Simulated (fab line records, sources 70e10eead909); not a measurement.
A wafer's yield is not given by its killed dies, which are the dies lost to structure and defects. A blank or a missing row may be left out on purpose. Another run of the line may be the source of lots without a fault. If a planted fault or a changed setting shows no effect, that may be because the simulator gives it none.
Chamber matching -- flow nand-harc -- NHARC_A_DECK1_JOINT_DEP_16 on pecvd-02 has 3 sister chambers
The step deposits SiO2, target thk 45 nm. 14 wafers are shown with their chamber, then 7 later ones without.

WAFERS, EACH WITH ITS CHAMBER
wafer,chamber,throttle-valve-pct (%),heater-power-w (W)
L786.1,2,16.2,592
L786.3,0,16.6,627
L786.4,2,16.0,585
L788.2,2,16.4,554
L788.3,1,15.0,491
L788.4,0,16.3,561
L793.3,2,16.4,600
L793.4,2,16.3,616
L793.6,0,16.7,728
L802.2,2,16.7,615
L802.3,1,15.0,550
L802.5,1,14.8,561
L804.2,0,15.8,775
L804.3,1,14.6,526

SIGNATURES, as means of the wafers listed above
reading,chamber 0,chamber 1,chamber 2,scatter within a chamber
throttle-valve-pct,16.350,14.850,16.333,0.282
heater-power-w,672.75,532.00,593.67,55.3
Rule: a wafer lies at a distance from a chamber equal to the root of the sum of squares, over the readings, of (its reading less the chamber's mean, divided by the reading's scatter). The wafer belongs to the nearest chamber; if the next one is less than 2 further off, it can't be placed. The scatter is the square root of a quotient: the sum, over the shown wafers, of each reading's squared deviation from its chamber's mean, divided by wafers minus chambers.

WAFERS WHOSE CHAMBER IS MISSING
wafer,throttle-valve-pct (%),heater-power-w (W)
L804.5,16.6,556
L803.2,16.6,567
L803.4,16.0,679
L803.5,14.6,506
L806.1,14.9,557
L806.3,16.8,576
L806.4,16.1,622

CHAMBER TAKEN BY EACH
wafer,from the rows above,in truth
L804.5,can't be placed: 2 or 0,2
L803.2,can't be placed: 2 or 0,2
L803.4,can't be placed: 0 or 2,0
L803.5,1,1
L806.1,1,1
L806.3,can't be placed: 2 or 0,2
L806.4,can't be placed: 2 or 0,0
Placed correctly: 2 of 7. Can't be placed from these rows: 5 (the true chamber is among the candidates in 5). Placed wrongly: 0.
